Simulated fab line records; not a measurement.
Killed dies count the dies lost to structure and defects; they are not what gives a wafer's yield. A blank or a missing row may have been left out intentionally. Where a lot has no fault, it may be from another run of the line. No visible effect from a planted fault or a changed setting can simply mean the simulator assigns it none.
fab line records ; flow nandHarc
[record] lots = 24; wafers = 72; lastDay = 25
route steps=1159 shown P_GATE@200 P_CONTACT@248 P_M1@298 P_M2@339 P_BONDPAD@364
lots with no fault: from the same line, run without faults
startH: the number of hours between the record's first day and the start of the first shown wafer of the lot ; waitH: hours since the lot's step before ; " identical to the entry in the row above ; L1.1+2: several wafers, shown together as one row ; - value missing, or start not given ; * or withheld: withheld ; < > ~ a bound
route shown NAME@n: NAME is a module with steps in the file, n the number in the route of the first one ; usual: average and standard deviation across the fault-free wafers ; same: alike in all rows ; chamber/n: place in a boat ; sites: readings site by site ; _std_site: standard deviation across them ; _edge_site: mean of outer sites minus mean of inner sites ; radiusMm: for every site, how far away it sits from the centre of the wafer ; mask NAME#n: copy n ; behind: the tool/chamber that last shaped the wafer ; hold: what put the lot on hold/how long, in hours/how the hold closed ; device: which transistor (n, p or np) failed to switch ; end of line: the route-end tests of the same wafers ; a step without rows: its recipe alone ; killed: dies lost to structure and defects at the first sort, not the wafer's yield ; map: per-die view of a wafer (x killed, . not killed, _ where there is no die)
set.NAME: setting as actually run; set.NAME@STEP: the setting as run at that earlier step ; model.NAME: the simulator's own value behind a step, which no gauge read
a sample of lots followed through the steps of the route, with each step as a table and each wafer as a row
services: from which hour (startH, from the record's first day; less than 0 if before it) a tool's chamber was out of use, for how many hours, and why
[[steps]]
[step NHARC_P_GATE_CD_MEAS_91]
[recipe] targetCdNm = 2000; landingEnergyEv = 500
[usual] cdNm = 1999.2/2.2
lot.wafer;tool;chamber;startH;waitH;cdNm
L074.1;cdSem-03;0;106.90;-;1996.3
L074.2;cdSem-03;0;106.90;-;1997.2
L074.6;cdSem-03;0;106.90;-;1999.0
L075.2;cdSem-01;0;107.75;-;1994.8
L075.4;cdSem-01;0;107.75;-;2001.9
L075.5;cdSem-01;0;107.75;-;2003.1
L077.2;cdSem-02;0;120.38;-;2000.5
L077.4;cdSem-02;0;120.38;-;2002.3
L077.6;cdSem-02;0;120.38;-;1995.0
L076.1;cdSem-03;0;127.71;-;1996.0
L076.3;cdSem-03;0;127.71;-;2001.4
L076.6;cdSem-03;0;127.71;-;1999.6
L078.1;cdSem-03;0;128.02;-;2001.7
L078.2;cdSem-03;0;128.02;-;2000.2
L078.4;cdSem-03;0;128.02;-;1997.8
L079.1;cdSem-01;0;141.35;-;1994.2
L079.3;cdSem-01;0;141.35;-;1995.4
L079.6;cdSem-01;0;141.35;-;1996.4
L080.1;cdSem-03;0;146.05;-;1998.3
L080.5;cdSem-03;0;146.05;-;1999.5
L080.6;cdSem-03;0;146.05;-;1997.6
L081.2;cdSem-03;0;146.29;-;1999.4
L081.4;cdSem-03;0;146.29;-;1998.3
L081.5;cdSem-03;0;146.29;-;1997.6
L082.1;cdSem-03;0;152.58;-;1994.4
L082.3;cdSem-03;0;152.58;-;1999.9
L082.4;cdSem-03;0;152.58;-;2000.9
L084.1;cdSem-03;0;164.18;-;2002.2
L084.2;cdSem-03;0;164.18;-;1998.9
L084.6;cdSem-03;0;164.18;-;1999.8
L083.2;cdSem-01;0;166.69;-;1996.2
L083.3;cdSem-01;0;166.69;-;2002.1
L083.4;cdSem-01;0;166.69;-;2002.4
L085.1;cdSem-01;0;169.98;-;1996.9
L085.5;cdSem-01;0;169.98;-;2001.0
L085.6;cdSem-01;0;169.98;-;1998.4
L086.1;cdSem-03;0;181.77;-;2000.9
L086.2;cdSem-03;0;181.77;-;1998.8
L086.4;cdSem-03;0;181.77;-;2000.5
L087.2;cdSem-02;0;182.58;-;2002.2
L087.3;cdSem-02;0;182.58;-;2002.6
L087.4;cdSem-02;0;182.58;-;2001.0
L088.1;cdSem-03;0;191.66;-;1996.7
L088.3;cdSem-03;0;191.66;-;1999.2
L088.4;cdSem-03;0;191.66;-;1999.2
L089.2;cdSem-01;0;192.03;-;1998.0
L089.4;cdSem-01;0;192.03;-;1999.2
L089.6;cdSem-01;0;192.03;-;1998.3
L090.1;cdSem-03;0;201.96;-;2001.4
L090.2;cdSem-03;0;201.96;-;1998.0
L090.4;cdSem-03;0;201.96;-;1997.7
L091.1;cdSem-01;0;207.50;-;1998.0
L091.3;cdSem-01;0;207.50;-;2001.2
L091.5;cdSem-01;0;207.50;-;1997.8
L092.2;cdSem-01;0;207.79;-;2001.2
L092.4;cdSem-01;0;207.79;-;1999.4
L092.5;cdSem-01;0;207.79;-;2001.6
L094.1;cdSem-02;0;225.91;-;1997.9
L094.3;cdSem-02;0;225.91;-;1999.2
L094.5;cdSem-02;0;225.91;-;1999.1
L093.2;cdSem-01;0;226.21;-;2001.1
L093.3;cdSem-01;0;226.21;-;1996.6
L093.5;cdSem-01;0;226.21;-;1998.9
L096.1;cdSem-02;0;235.13;-;1996.2
L096.5;cdSem-02;0;235.13;-;2000.9
L096.6;cdSem-02;0;235.13;-;2000.5
L095.1;cdSem-03;0;235.59;-;1996.0
L095.4;cdSem-03;0;235.59;-;2002.0
L095.6;cdSem-03;0;235.59;-;2001.2
L097.2;cdSem-02;0;247.02;-;1994.7
L097.4;cdSem-02;0;247.02;-;1999.8
L097.5;cdSem-02;0;247.02;-;1995.9
[step NHARC_P_GATE_STRIP_95]
[recipe] powerW = 1500; tempC = 250; chemistry = O2
[usual] drypumpMotorCurrentA = 5.6/0.4; heaterPowerW = 335/39
lot.wafer;tool;chamber;startH;waitH;drypumpMotorCurrentA;heaterPowerW;rfHoursCounterH
L074.2;plasmaAsher-02;1;108.13;0.6;5.0;289;32
L074.1;plasmaAsher-02;0;108.13;0.6;5.7;388;32
L074.6;plasmaAsher-02;1;108.13;0.6;5.1;292;-
L075.2;plasmaAsher-02;0;109.01;0.5;5.7;394;33
L075.4;plasmaAsher-02;0;109.01;0.5;5.8;397;-
L075.5;plasmaAsher-02;1;109.01;0.5;5.1;287;-
L077.2;plasmaAsher-01;0;121.63;0.5;5.5;316;3
L077.4;plasmaAsher-01;1;121.63;0.5;6.2;336;-
L077.6;plasmaAsher-01;0;121.63;0.5;5.6;317;-
L076.1;plasmaAsher-01;0;128.98;0.6;5.5;322;6
L076.3;plasmaAsher-01;1;128.98;0.6;6.2;341;-
L076.6;plasmaAsher-01;1;128.98;0.6;6.2;344;-
L078.1;plasmaAsher-02;1;129.41;0.6;5.1;284;39
L078.2;plasmaAsher-02;0;129.41;0.6;5.7;389;39
L078.4;plasmaAsher-02;1;129.41;0.6;5.1;289;-
L079.1;plasmaAsher-02;1;143.03;0.5;5.1;288;44
L079.3;plasmaAsher-02;0;143.03;0.5;5.7;396;-
L079.6;plasmaAsher-02;1;143.03;0.5;5.1;291;-
L080.1;plasmaAsher-02;1;147.30;0.5;5.1;289;47
L080.6;plasmaAsher-02;0;147.30;0.5;5.7;386;-
L080.5;plasmaAsher-02;1;147.30;0.5;5.1;290;-
L081.2;plasmaAsher-01;0;147.55;0.6;5.5;314;11
L081.4;plasmaAsher-01;0;147.55;0.6;5.5;318;-
L081.5;plasmaAsher-01;1;147.55;0.6;6.2;350;-
L082.1;plasmaAsher-01;1;153.83;0.5;6.1;331;12
L082.4;plasmaAsher-01;0;153.83;0.5;5.5;326;-
L082.3;plasmaAsher-01;1;153.83;0.5;6.1;344;-
L084.2;plasmaAsher-01;1;165.43;0.6;6.2;351;17
L084.1;plasmaAsher-01;0;165.43;0.6;5.5;321;17
L084.6;plasmaAsher-01;0;165.43;0.6;5.5;321;-
L083.2;plasmaAsher-02;0;168.16;0.5;5.6;397;54
L083.4;plasmaAsher-02;1;168.16;0.5;5.1;287;-
L083.3;plasmaAsher-02;0;168.16;0.5;5.7;393;-
L085.1;plasmaAsher-02;1;171.24;0.5;5.1;290;56
L085.5;plasmaAsher-02;0;171.24;0.5;5.7;400;-
L085.6;plasmaAsher-02;1;171.24;0.5;5.0;289;-
L086.2;plasmaAsher-02;0;183.01;0.6;5.7;394;60
L086.1;plasmaAsher-02;1;183.01;0.6;5.1;292;60
L086.4;plasmaAsher-02;0;183.01;0.6;5.7;393;-
L087.2;plasmaAsher-01;0;183.95;0.6;5.5;322;25
L087.4;plasmaAsher-01;0;183.95;0.6;5.5;313;-
L087.3;plasmaAsher-01;1;183.95;0.6;6.2;338;-
L088.1;plasmaAsher-02;0;192.89;0.6;5.8;395;1
L088.3;plasmaAsher-02;0;192.89;0.6;5.7;381;-
L088.4;plasmaAsher-02;1;192.89;0.6;5.1;279;-
L089.2;plasmaAsher-01;1;193.27;0.6;6.2;350;27
L089.4;plasmaAsher-01;1;193.27;0.6;6.2;342;-
L089.6;plasmaAsher-01;1;193.27;0.6;6.2;341;-
L090.2;plasmaAsher-01;1;203.21;0.6;6.2;337;29
L090.1;plasmaAsher-01;0;203.21;0.6;5.6;321;29
L090.4;plasmaAsher-01;0;203.21;0.6;5.6;322;-
L091.1;plasmaAsher-02;1;208.78;0.5;5.0;280;6
L091.3;plasmaAsher-02;1;208.78;0.5;5.0;274;-
L091.5;plasmaAsher-02;0;208.78;0.5;5.7;382;-
L092.2;plasmaAsher-01;0;209.06;0.5;5.6;313;32
L092.4;plasmaAsher-01;0;209.06;0.5;5.6;315;-
L092.5;plasmaAsher-01;1;209.06;0.5;6.2;347;-
L094.1;plasmaAsher-02;1;227.19;0.6;5.0;285;11
L094.3;plasmaAsher-02;0;227.19;0.6;5.7;388;-
L094.5;plasmaAsher-02;0;227.19;0.6;5.8;386;-
L093.2;plasmaAsher-01;0;227.85;0.6;5.5;320;39
L093.3;plasmaAsher-01;0;227.85;0.6;5.5;312;-
L093.5;plasmaAsher-01;0;227.85;0.6;5.5;321;-
L096.1;plasmaAsher-02;0;236.38;0.6;5.7;380;15
L096.6;plasmaAsher-02;0;236.38;0.6;5.8;405;-
L096.5;plasmaAsher-02;1;236.38;0.6;5.1;283;-
L095.1;plasmaAsher-01;0;236.85;0.6;5.6;318;43
L095.4;plasmaAsher-01;0;236.85;0.6;5.6;316;-
L095.6;plasmaAsher-01;0;236.85;0.6;5.6;308;-
L097.2;plasmaAsher-01;1;248.25;0.6;6.2;343;46
L097.4;plasmaAsher-01;0;248.25;0.6;5.5;322;-
L097.5;plasmaAsher-01;0;248.25;0.6;5.5;317;-
[step NHARC_P_CONTACT_CVD_23]
[recipe] targetThkA = 2000; tempC = 300; pressureTorr = 40; wf6FlowSccm = 40; h2FlowSccm = 1600; arFlowSccm = 1560; timeS = 557; material = W
[usual] heaterPowerW = 446/27; mfcArSccm = 1561/4.7; throttleValvePct = 8.0/0.36
[same] timeS = 557
lot.wafer;tool;chamber;startH;waitH;heaterPowerW;mfcArSccm;throttleValvePct
L074.2;cvdW-02;0;-;-;456;1567;8.1
L074.1;cvdW-02;1;-;-;406;1550;7.9
L074.6;cvdW-02;1;-;-;407;1555;7.7
L075.2;cvdW-02;1;-;-;417;1565;8.0
L075.4;cvdW-02;0;-;-;460;1560;8.0
L075.5;cvdW-02;1;-;-;411;1566;7.6
L077.2;cvdW-01;1;-;-;429;1562;7.6
L077.4;cvdW-01;0;-;-;469;1562;8.4
L077.6;cvdW-01;0;-;-;466;1561;8.4
L076.1;cvdW-02;0;-;-;449;1566;8.2
L076.3;cvdW-02;0;-;-;468;1558;7.9
L076.6;cvdW-02;0;-;-;463;1565;8.4
L078.2;cvdW-01;0;-;-;472;1554;8.6
L078.1;cvdW-01;1;-;-;433;1554;7.8
L078.4;cvdW-01;1;-;-;425;1552;7.7
L079.1;cvdW-01;0;-;-;465;1565;8.4
L079.3;cvdW-01;1;-;-;439;1563;7.7
L079.6;cvdW-01;1;-;-;424;1562;7.7
L080.1;cvdW-01;1;-;-;430;1565;7.9
L080.6;cvdW-01;1;-;-;431;1561;7.9
L080.5;cvdW-01;0;-;-;479;1561;8.4
L081.2;cvdW-02;1;-;-;406;1552;8.0
L081.4;cvdW-02;1;-;-;417;1554;7.9
L081.5;cvdW-02;1;-;-;412;1558;7.7
L082.1;cvdW-01;1;-;-;440;1564;7.8
L082.3;cvdW-01;0;-;-;473;1563;8.6
L082.4;cvdW-01;1;-;-;429;1563;7.6
L084.2;cvdW-01;1;-;-;430;1566;7.8
L084.1;cvdW-01;0;-;-;479;1557;8.5
L084.6;cvdW-01;0;-;-;470;1558;8.5
L083.2;cvdW-01;0;-;-;466;1557;8.2
L083.3;cvdW-01;1;-;-;432;1566;7.8
L083.4;cvdW-01;0;-;-;483;1561;8.5
L085.1;cvdW-01;1;-;-;445;1558;7.7
L085.5;cvdW-01;0;-;-;480;1557;8.7
L085.6;cvdW-01;1;-;-;436;1565;7.9
L086.1;cvdW-02;1;-;-;406;1563;8.0
L086.2;cvdW-02;0;-;-;461;1568;8.3
L086.4;cvdW-02;1;-;-;413;1570;7.8
L087.2;cvdW-02;0;-;-;461;1560;8.0
L087.3;cvdW-02;1;-;-;403;1554;7.9
L087.4;cvdW-02;0;-;-;475;1558;8.2
L088.1;cvdW-01;1;-;-;440;1559;8.0
L088.4;cvdW-01;0;-;-;478;1562;8.7
L088.3;cvdW-01;1;-;-;419;1563;7.8
L089.2;cvdW-01;1;-;-;450;1559;7.7
L089.4;cvdW-01;0;-;-;475;1551;8.2
L089.6;cvdW-01;0;-;-;471;1554;8.6
L090.1;cvdW-01;0;-;-;471;1562;8.3
L090.2;cvdW-01;1;-;-;432;1569;7.6
L090.4;cvdW-01;0;-;-;478;1561;8.5
L091.1;cvdW-02;0;-;-;464;1552;7.8
L091.3;cvdW-02;1;-;-;395;1567;7.6
L091.5;cvdW-02;1;-;-;396;1569;7.8
L092.2;cvdW-02;1;-;-;392;1558;7.4
L092.4;cvdW-02;0;-;-;469;1552;7.8
L092.5;cvdW-02;1;-;-;391;1556;7.3
L094.1;cvdW-02;1;-;-;412;1559;7.4
L094.3;cvdW-02;1;-;-;393;1558;7.8
L094.5;cvdW-02;0;-;-;461;1562;7.9
L093.2;cvdW-01;1;-;-;426;1567;7.4
L093.3;cvdW-01;0;-;-;470;1551;8.3
L093.5;cvdW-01;1;-;-;428;1564;8.0
L096.1;cvdW-02;1;-;-;399;1560;7.2
L096.5;cvdW-02;0;-;-;474;1562;7.9
L096.6;cvdW-02;1;-;-;400;1564;7.3
L095.1;cvdW-01;0;-;-;483;1558;8.6
L095.4;cvdW-01;0;-;-;483;1559;8.7
L095.6;cvdW-01;1;-;-;431;1560;8.0
L097.2;cvdW-01;0;-;-;480;1561;8.6
L097.4;cvdW-01;0;-;-;456;1551;8.3
L097.5;cvdW-01;0;-;-;486;1558;8.3
[step NHARC_P_M1_DESCUM_14]
[recipe] timeS = 3; o2FlowSccm = 200; arFlowSccm = 0; biasPowerW = 0; chemistry = O2
[usual] drypumpMotorCurrentA = 5.8/0.42; mfcArSccm = 0.005/0.0084; oesProductAu = 1.002/0.012; rfVppV = 57.7/0.99; showerheadPlenumPTorr = 1.89/0.08; throttleValvePct = 11.311/0.0087
[same] timeS = 3
lot.wafer;tool;chamber;startH;waitH;drypumpMotorCurrentA;mfcArSccm;oesProductAu;rfHoursCounterH;rfVppV;showerheadPlenumPTorr;throttleValvePct
L074.2;rieDiel-08;2;120.45;0.1;5.4;0;1.002;4;55.6;1.80;11.311
L074.1;rieDiel-08;0;120.45;0.1;6.1;0.032;0.985;5;59.6;2.06;11.306
L074.6;rieDiel-08;1;120.45;0.1;6.8;0;0.995;-;55.9;1.88;11.306
L075.2;rieDiel-11;1;125.20;0.1;5.8;0;1.011;7;58.3;1.96;11.303
L075.4;rieDiel-11;0;125.20;0.1;5.8;0;0.995;8;57.3;1.85;11.296
L075.5;rieDiel-11;1;125.20;0.1;5.8;0;1.020;-;59.5;1.96;11.301
L077.2;rieDiel-07;3;137.89;0.1;6.3;0.010;1.008;5;58.3;1.79;11.299
L077.4;rieDiel-07;0;137.89;0.1;5.6;0;0.997;5;56.5;1.91;11.330
L077.6;rieDiel-07;2;137.89;0.1;6.0;0.010;1.005;-;57.5;1.93;11.306
L076.3;rieDiel-11;1;140.80;0.1;5.8;0;1.008;8;58.6;1.96;11.326
L076.1;rieDiel-11;3;140.80;0.1;5.6;0.006;1.003;8;57.8;2.02;11.297
L076.6;rieDiel-11;2;140.80;0.1;5.5;0.004;1.009;-;58.5;1.82;11.302
L078.4;rieDiel-07;3;141.76;0.1;6.3;0.010;1.013;5;56.5;1.79;11.316
L078.2;rieDiel-07;0;141.76;0.1;5.6;0;1.011;5;57.9;1.91;11.327
L078.1;rieDiel-07;1;141.76;0.1;6.0;0.016;1.001;4;57.8;1.84;11.295
L079.3;rieDiel-07;0;154.97;0.1;5.6;0;1.005;7;57.9;1.91;11.306
L079.1;rieDiel-07;2;154.97;0.1;6.1;0.010;1.003;8;59.1;1.93;11.314
L079.6;rieDiel-07;3;154.97;0.1;6.3;0.010;1.018;-;57.4;1.79;11.301
L080.1;rieDiel-11;1;159.33;0.1;5.8;0;1.007;10;56.9;1.96;11.310
L080.6;rieDiel-11;0;159.33;0.1;5.9;0;0.981;-;58.0;1.85;11.306
L080.5;rieDiel-11;1;159.33;0.1;5.9;0;1.021;-;58.4;1.96;11.310
L081.2;rieDiel-08;1;160.00;0.1;6.8;0;0.992;1;60.2;1.88;11.311
L081.4;rieDiel-08;2;160.00;0.1;5.4;0;1.007;1;58.3;1.80;11.324
L081.5;rieDiel-08;1;160.00;0.1;6.8;0;1.004;-;58.5;1.88;11.313
L082.1;rieDiel-07;0;172.66;0.1;5.6;0;1.013;8;59.6;1.91;11.328
L082.3;rieDiel-07;2;172.66;0.1;6.1;0.010;0.984;10;57.1;1.93;11.316
L082.4;rieDiel-07;3;172.66;0.1;6.3;0.010;1.004;8;56.5;1.79;11.310
L084.1;rieDiel-07;3;177.87;0.1;6.3;0.010;1.013;8;57.4;1.79;11.309
L084.2;rieDiel-07;1;177.87;0.1;6.0;0.016;1.002;8;56.6;1.84;11.322
L084.6;rieDiel-07;0;177.87;0.1;5.6;0;1.000;-;57.7;1.91;11.302
L083.3;rieDiel-11;0;180.57;0.1;5.8;0;0.993;11;57.5;1.85;11.296
L083.4;rieDiel-11;1;180.57;0.1;5.8;0;1.007;11;56.6;1.96;11.308
L083.2;rieDiel-11;3;180.57;0.1;5.6;0.006;1.020;11;58.0;2.02;11.316
L085.1;rieDiel-08;0;183.05;0.1;6.1;0.032;0.989;1;58.6;2.06;11.305
L085.6;rieDiel-08;0;183.05;0.1;6.2;0.032;0.988;-;59.2;2.06;11.313
L085.5;rieDiel-08;1;183.05;0.1;6.8;0;0.996;-;57.7;1.88;11.299
L086.2;rieDiel-11;0;198.88;0.1;5.8;0;1.002;0;57.0;1.85;11.306
L086.4;rieDiel-11;1;198.88;0.1;5.9;0;0.991;0;56.7;1.96;11.311
L086.1;rieDiel-11;2;198.88;0.1;5.5;0.004;0.997;0;57.7;1.81;11.317
L087.2;rieDiel-11;2;199.77;0.1;5.5;0.004;0.988;0;57.8;1.81;11.310
L087.4;rieDiel-11;3;199.77;0.1;5.6;0.006;1.001;0;56.0;2.02;11.315
L087.3;rieDiel-11;1;199.77;0.1;5.8;0;0.997;0;59.2;1.96;11.322
L088.3;rieDiel-11;2;211.22;0.1;5.6;0.004;1.000;1;56.7;1.81;11.305
L088.1;rieDiel-11;1;211.22;0.1;5.8;0;1.010;1;56.9;1.96;11.315
L088.4;rieDiel-11;1;211.22;0.1;5.8;0;0.998;-;57.0;1.96;11.301
L089.2;rieDiel-08;2;211.50;0.1;5.4;0;1.014;2;57.9;1.80;11.300
L089.4;rieDiel-08;0;211.50;0.1;6.1;0.032;0.982;2;58.6;2.06;11.302
L089.6;rieDiel-08;2;211.50;0.1;5.4;0;1.024;-;57.0;1.80;11.315
L090.4;rieDiel-08;1;215.44;0.1;6.8;0;0.989;2;56.8;1.88;11.319
L090.1;rieDiel-08;2;215.44;0.1;5.4;0;1.015;2;57.1;1.80;11.302
L090.2;rieDiel-08;0;215.44;0.1;6.1;0.032;0.992;2;59.1;2.06;11.310
L091.1;rieDiel-11;1;222.13;0.1;5.9;0;0.998;2;58.7;1.96;11.314
L091.3;rieDiel-11;2;222.13;0.1;5.5;0.004;1.009;2;57.5;1.81;11.318
L091.5;rieDiel-11;1;222.13;0.1;5.8;0;1.005;-;58.6;1.96;11.308
L092.4;rieDiel-07;0;222.75;0.1;5.6;0;0.990;11;58.4;1.91;11.302
L092.2;rieDiel-07;2;222.75;0.1;6.1;0.010;0.982;14;60.1;1.93;11.307
L092.5;rieDiel-07;3;222.75;0.1;6.3;0.010;0.999;-;56.5;1.79;11.313
L094.3;rieDiel-07;0;244.76;0.1;5.6;0;0.972;1;57.8;1.91;11.293
L094.1;rieDiel-07;3;244.76;0.1;6.3;0.010;0.995;1;58.6;1.79;11.302
L094.5;rieDiel-07;1;244.76;0.1;5.9;0.016;0.998;-;58.8;1.84;11.306
L093.2;rieDiel-11;3;244.91;0.1;5.6;0.006;1.005;2;59.2;2.02;11.330
L093.3;rieDiel-11;1;244.91;0.1;5.8;0;1.000;3;57.8;1.96;11.304
L093.5;rieDiel-11;0;244.91;0.1;5.8;0;1.012;-;57.8;1.85;11.311
L096.1;rieDiel-08;1;248.49;0.1;6.8;0;0.975;3;57.2;1.88;11.307
L096.6;rieDiel-08;3;248.49;0.1;5.2;0;1.012;-;57.4;1.91;11.326
L096.5;rieDiel-08;0;248.49;0.1;6.2;0.032;0.985;-;59.4;2.06;11.319
L095.4;rieDiel-11;3;248.75;0.1;5.6;0.006;1.012;2;58.9;2.02;11.296
L095.1;rieDiel-11;0;248.75;0.1;5.8;0;1.020;4;57.7;1.85;11.309
L095.6;rieDiel-11;3;248.75;0.1;5.5;0.006;1.006;-;57.5;2.02;11.306
L097.2;rieDiel-08;1;261.94;0.1;6.8;0;0.981;3;57.7;1.88;11.314
L097.4;rieDiel-08;3;261.94;0.1;5.1;0;1.010;3;58.4;1.91;11.323
L097.5;rieDiel-08;2;261.94;0.1;5.4;0;1.013;-;56.7;1.80;11.328
[step NHARC_P_M2_PRE_CLEAN_30]
[recipe] timeS = 30; tempC = 280; gas = H2/He
[usual] heaterPowerW = 423/58
[same] timeS = 30
lot.wafer;tool;chamber;startH;waitH;heaterPowerW
L074.2;pvdSputter-02;-;-;-;342
L074.1;pvdSputter-02;-;-;-;478
L074.6;pvdSputter-02;-;-;-;483
L075.4;pvdSputter-02;-;-;-;476
L075.2;pvdSputter-02;-;-;-;472
L075.5;pvdSputter-02;-;-;-;341
L077.4;pvdSputter-03;-;-;-;438
L077.2;pvdSputter-03;-;-;-;363
L077.6;pvdSputter-03;-;-;-;430
L076.3;pvdSputter-02;-;-;-;474
L076.1;pvdSputter-02;-;-;-;457
L076.6;pvdSputter-02;-;-;-;469
L078.4;pvdSputter-03;-;-;-;476
L078.2;pvdSputter-03;-;-;-;365
L078.1;pvdSputter-03;-;-;-;350
L079.3;pvdSputter-02;-;-;-;489
L079.1;pvdSputter-02;-;-;-;340
L079.6;pvdSputter-02;-;-;-;487
L080.1;pvdSputter-03;-;-;-;344
L080.6;pvdSputter-03;-;-;-;351
L080.5;pvdSputter-03;-;-;-;482
L081.4;pvdSputter-03;-;-;-;366
L081.2;pvdSputter-03;-;-;-;435
L081.5;pvdSputter-03;-;-;-;359
L082.1;pvdSputter-02;-;-;-;488
L082.3;pvdSputter-02;-;-;-;476
L082.4;pvdSputter-02;-;-;-;462
L084.1;pvdSputter-03;-;-;-;425
L084.2;pvdSputter-03;-;-;-;350
L084.6;pvdSputter-03;-;-;-;428
L083.3;pvdSputter-02;-;-;-;481
L083.4;pvdSputter-02;-;-;-;465
L083.2;pvdSputter-02;-;-;-;350
L085.1;pvdSputter-03;-;-;-;354
L085.5;pvdSputter-03;-;-;-;350
L085.6;pvdSputter-03;-;-;-;494
L086.4;pvdSputter-03;-;-;-;498
L086.1;pvdSputter-03;-;-;-;371
L086.2;pvdSputter-03;-;-;-;428
L087.3;pvdSputter-03;-;-;-;486
L087.2;pvdSputter-03;-;-;-;366
L087.4;pvdSputter-03;-;-;-;346
L088.4;pvdSputter-03;-;-;-;368
L088.3;pvdSputter-03;-;-;-;352
L088.1;pvdSputter-03;-;-;-;485
L089.2;pvdSputter-02;-;-;-;472
L089.4;pvdSputter-02;-;-;-;459
L089.6;pvdSputter-02;-;-;-;350
L090.1;pvdSputter-01;-;-;-;364
L090.4;pvdSputter-01;-;-;-;502
L090.2;pvdSputter-01;-;-;-;411
L091.1;pvdSputter-03;-;-;-;431
L091.3;pvdSputter-03;-;-;-;489
L091.5;pvdSputter-03;-;-;-;430
L092.2;pvdSputter-02;-;-;-;434
L092.4;pvdSputter-02;-;-;-;490
L092.5;pvdSputter-02;-;-;-;476
L094.1;pvdSputter-03;-;-;-;363
L094.3;pvdSputter-03;-;-;-;490
L094.5;pvdSputter-03;-;-;-;347
L093.2;pvdSputter-02;-;-;-;479
L093.3;pvdSputter-02;-;-;-;485
L093.5;pvdSputter-02;-;-;-;438
L096.1;pvdSputter-03;-;-;-;491
L096.6;pvdSputter-03;-;-;-;352
L096.5;pvdSputter-03;-;-;-;493
L095.4;pvdSputter-02;-;-;-;499
L095.1;pvdSputter-02;-;-;-;445
L095.6;pvdSputter-02;-;-;-;477
L097.2;pvdSputter-03;-;-;-;365
L097.4;pvdSputter-03;-;-;-;339
L097.5;pvdSputter-03;-;-;-;489
[step NHARC_P_BONDPAD_CD_MEAS_09]
[recipe] targetCdNm = 500; landingEnergyEv = 500
[usual] cdNm = 501.0/2.4
lot.wafer;tool;chamber;startH;waitH;cdNm
L074.1;cdSem-03;0;129.26;-;505.2
L074.2;cdSem-03;0;129.26;-;497.9
L074.6;cdSem-03;0;129.26;-;499.4
L075.2;cdSem-02;0;133.66;-;502.7
L075.4;cdSem-02;0;133.66;-;502.8
L075.5;cdSem-02;0;133.66;-;502.9
L077.2;cdSem-03;0;146.22;-;497.4
L077.4;cdSem-03;0;146.22;-;498.5
L077.6;cdSem-03;0;146.22;-;503.4
L076.1;cdSem-03;0;149.17;-;502.3
L076.3;cdSem-03;0;149.17;-;500.6
L076.6;cdSem-03;0;149.17;-;497.2
L078.1;cdSem-02;0;150.28;-;503.4
L078.2;cdSem-02;0;150.28;-;503.0
L078.4;cdSem-02;0;150.28;-;497.6
L079.1;cdSem-02;0;163.89;-;502.6
L079.3;cdSem-02;0;163.89;-;500.5
L079.6;cdSem-02;0;163.89;-;504.7
L080.1;cdSem-03;0;167.80;-;504.5
L080.5;cdSem-03;0;167.80;-;501.9
L080.6;cdSem-03;0;167.80;-;498.2
L081.2;cdSem-03;0;168.60;-;499.3
L081.4;cdSem-03;0;168.60;-;496.5
L081.5;cdSem-03;0;168.60;-;500.3
L082.1;cdSem-01;0;181.41;-;504.3
L082.3;cdSem-01;0;181.41;-;503.5
L082.4;cdSem-01;0;181.41;-;505.5
L084.1;cdSem-02;0;186.43;-;498.7
L084.2;cdSem-02;0;186.43;-;498.0
L084.6;cdSem-02;0;186.43;-;502.2
L083.2;cdSem-01;0;189.15;-;499.8
L083.3;cdSem-01;0;189.15;-;498.5
L083.4;cdSem-01;0;189.15;-;499.3
L085.1;cdSem-02;0;191.77;-;502.0
L085.5;cdSem-02;0;191.77;-;503.0
L085.6;cdSem-02;0;191.77;-;500.2
L086.1;cdSem-03;0;207.47;-;501.5
L086.2;cdSem-03;0;207.47;-;499.5
L086.4;cdSem-03;0;207.47;-;502.2
L087.2;cdSem-01;0;208.39;-;502.1
L087.3;cdSem-01;0;208.39;-;503.7
L087.4;cdSem-01;0;208.39;-;498.9
L088.1;cdSem-03;0;219.55;-;500.2
L088.3;cdSem-03;0;219.55;-;499.0
L088.4;cdSem-03;0;219.55;-;504.2
L089.2;cdSem-01;0;220.45;-;505.1
L089.4;cdSem-01;0;220.45;-;501.5
L089.6;cdSem-01;0;220.45;-;501.6
L090.1;cdSem-03;0;224.24;-;501.8
L090.2;cdSem-03;0;224.24;-;500.9
L090.4;cdSem-03;0;224.24;-;497.8
L091.1;cdSem-01;0;230.52;-;499.4
L091.3;cdSem-01;0;230.52;-;500.0
L091.5;cdSem-01;0;230.52;-;502.6
L092.2;cdSem-01;0;231.29;-;502.3
L092.4;cdSem-01;0;231.29;-;497.3
L092.5;cdSem-01;0;231.29;-;502.2
L094.1;cdSem-02;0;253.29;-;501.3
L094.3;cdSem-02;0;253.29;-;500.0
L094.5;cdSem-02;0;253.29;-;500.6
L093.2;cdSem-01;0;254.15;-;500.0
L093.3;cdSem-01;0;254.15;-;498.5
L093.5;cdSem-01;0;254.15;-;496.3
L096.1;cdSem-01;0;257.00;-;498.3
L096.5;cdSem-01;0;257.00;-;500.1
L096.6;cdSem-01;0;257.00;-;504.1
L095.1;cdSem-01;0;257.31;-;502.5
L095.4;cdSem-01;0;257.31;-;503.0
L095.6;cdSem-01;0;257.31;-;502.4
L097.2;cdSem-03;0;270.54;-;497.7
L097.4;cdSem-03;0;270.54;-;501.2
L097.5;cdSem-03;0;270.54;-;500.8
[[services]]
tool;chamber;startH;hours;kind
rieDiel-08;2;87.80;20.9;repair
rieDiel-11;-;91.41;1.0;repair
plasmaAsher-01;-;99.00;9.0;pm
rieDiel-07;3;100.00;7.4;repair
pvdSputter-03;-;102.00;10.0;pm
rieDiel-07;1;109.51;13.7;repair
cvdW-01;-;111.78;13.0;pm
rieDiel-07;0;112.30;3.6;repair
pvdSputter-01;-;118.21;63.5;repair
rieDiel-07;2;123.05;2.3;repair
rieDiel-08;-;124.85;9.0;pm
plasmaAsher-01;-;138.87;5.5;repair
cvdW-02;0;155.18;17.6;repair
plasmaAsher-01;-;155.61;1.9;repair
rieDiel-07;0;179.41;14.2;repair
plasmaAsher-02;-;183.08;9.0;pm
rieDiel-11;-;189.50;9.0;pm
cvdW-02;-;196.66;13.0;pm
rieDiel-11;-;203.96;0.5;repair
rieDiel-11;3;208.09;6.0;repair
pvdSputter-02;-;217.21;10.0;pm
rieDiel-07;-;228.20;9.0;pm
pvdSputter-03;-;245.48;3.0;repair
rieDiel-11;1;255.79;5.6;repair
[[key]]
fault none
